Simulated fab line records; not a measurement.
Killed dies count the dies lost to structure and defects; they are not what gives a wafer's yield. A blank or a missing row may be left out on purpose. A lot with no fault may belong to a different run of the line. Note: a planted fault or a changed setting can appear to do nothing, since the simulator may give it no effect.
Matching of chambers | flow n5 finfet | 4 sister chambers for N5_BEOL_M11_VIA_ETCH_34 on rie diel-01
The step etches SiCOH lowk in C4F6/O2, target depth 184.5 nm, time 69.2 s. 8 wafers are shown with their chamber, then 9 later ones without.

WAFERS PAIRED WITH THEIR CHAMBERS
wafer  | chamber | rf vpp V (V) | showerhead plenum p Torr (Torr)
L079.4 | 3       | 650          | 2.92
L080.3 | 1       | 673          | 2.74
L080.5 | 2       | 702          | 2.75
L083.4 | 2       | 701          | 2.74
L083.5 | 0       | 690          | 2.97
L088.1 | 1       | 670          | 2.73
L088.3 | 3       | 650          | 2.91
L088.5 | 0       | 691          | 2.96

WAFERS WITH NO CHAMBER GIVEN
wafer  | rf vpp V (V) | showerhead plenum p Torr (Torr)
L085.1 | 673          | 2.73
L085.4 | 692          | 2.96
L085.6 | 648          | 2.91
L092.2 | 692          | 2.96
L092.4 | 649          | 2.91
L092.6 | 651          | 2.91
L094.2 | 647          | 2.91
L094.3 | 702          | 2.73
L094.5 | 700          | 2.73

WHICH CHAMBER EACH ONE RAN IN
wafer  | from the rows above | in truth
L085.1 | 1                   | 1
L085.4 | 0                   | 0
L085.6 | 3                   | 3
L092.2 | 0                   | 0
L092.4 | 3                   | 3
L092.6 | 3                   | 3
L094.2 | 3                   | 3
L094.3 | 2                   | 2
L094.5 | 2                   | 2
Placed correctly: 9 of 9. Left unplaced by these rows: 0. Number placed wrongly: 0.
How it was worked out, from the rows above alone: a wafer's distance from a chamber is the root of the sum, over the readings, of the square of ((its reading less the chamber's mean) divided by the reading's scatter). The wafer belongs to the nearest chamber; if the next one is less than 2 further off, it can't be placed. Each chamber's mean is taken over the wafers shown for it. The scatter: the root of (the sum of the squares of (reading less its chamber's mean) over the shown wafers, divided by (wafers less chambers)).
